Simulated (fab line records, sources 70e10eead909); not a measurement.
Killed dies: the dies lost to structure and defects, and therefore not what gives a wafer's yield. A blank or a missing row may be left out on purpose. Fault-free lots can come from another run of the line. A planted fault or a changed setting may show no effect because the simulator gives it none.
Chamber matching    flow nand_harc    NHARC_A_STAIRCASE_DEP_301 on pecvd-04 has 3 sister chambers
The step deposits SiON, target thk 30 nm. 6 wafers are shown with their chamber, then 7 later ones without.

## WAFERS PAIRED WITH THEIR CHAMBERS
wafer   chamber  heater_power_w (W)  susceptor_temp_C (C)
L085.2  0        674                 400.06
L086.3  2        770                 400.33
L087.5  1        854                 400.53
L087.6  2        751                 400.11
L089.2  1        835                 400.13
L089.3  0        778                 400.12

## WAFERS WITH NO CHAMBER GIVEN
wafer   heater_power_w (W)  susceptor_temp_C (C)
L089.5  814                 400.22
L094.2  782                 399.82
L094.4  760                 400.18
L094.5  931                 400.08
L096.2  786                 400.01
L096.3  867                 399.85
L096.5  892                 399.85

## THE CHAMBER EACH PASSED THROUGH
wafer   from the rows above           in truth
L089.5  can't be placed: 1 or 2 or 0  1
L094.2  can't be placed: 0 or 2 or 1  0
L094.4  can't be placed: 2 or 0 or 1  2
L094.5  can't be placed: 1 or 2       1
L096.2  can't be placed: 2 or 0 or 1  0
L096.3  can't be placed: 1 or 2 or 0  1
L096.5  can't be placed: 1 or 2 or 0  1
Correctly placed: 0 of 7. Cannot be placed on the basis of these rows: 7; the candidates contain the true chamber in 7. Placed wrongly: 0.
How it was worked out, from the rows above alone: a wafer's distance from a chamber is the root of the sum, over the readings, of the square of ((its reading less the chamber's mean) divided by the reading's scatter). The wafer belongs to the nearest chamber; if the next one is less than 2 further off, it can't be placed. For every chamber, the mean is computed from those of its wafers that are shown. The scatter: take each reading less its chamber's mean, square it, sum over the shown wafers, divide by the number of wafers less the number of chambers, and take the root.
